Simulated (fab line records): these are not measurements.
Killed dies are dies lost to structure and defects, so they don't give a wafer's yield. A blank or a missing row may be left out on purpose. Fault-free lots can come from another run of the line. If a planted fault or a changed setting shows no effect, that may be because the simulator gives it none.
Chamber matching    flow n5_finfet    4 sister chambers for N5_FIN_SAQP_ETCH_65 on rie_si-03
The step etches SiO2 in CF4, target depth 4 nm, time 4.4 s. 4 wafers are shown with their chamber, then 7 later ones without.

WAFERS, EACH WITH ITS CHAMBER
wafer   chamber  drypump_motor_current_A (A)
L083.1  0        5.9
L083.6  1        5.0
L086.1  2        5.5
L086.3  3        5.3

WAFERS WHOSE CHAMBER IS MISSING
wafer   drypump_motor_current_A (A)
L086.6  6.0
L091.2  5.9
L091.3  5.0
L091.5  5.5
L097.2  5.0
L097.3  5.9
L097.6  5.0

CHAMBER TAKEN BY EACH
wafer   from the rows above  in truth
L086.6  0                    0
L091.2  0                    0
L091.3  1                    1
L091.5  2                    2
L097.2  1                    1
L097.3  0                    0
L097.6  1                    1
7 of 7 placed correctly. Left unplaced by these rows: 0. 0 placed wrongly.
How it was worked out, from the rows above alone: a wafer's distance from a chamber is the root of the sum, over the readings, of the square of ((its reading less the chamber's mean) divided by the reading's scatter). The wafer belongs to the nearest chamber; if the next one is less than 2 further off, it can't be placed. Each chamber's mean is taken over the wafers shown for it. The scatter: root of mean squared gap, hidden wafer to nearest shown wafer, with one shown wafer a chamber.
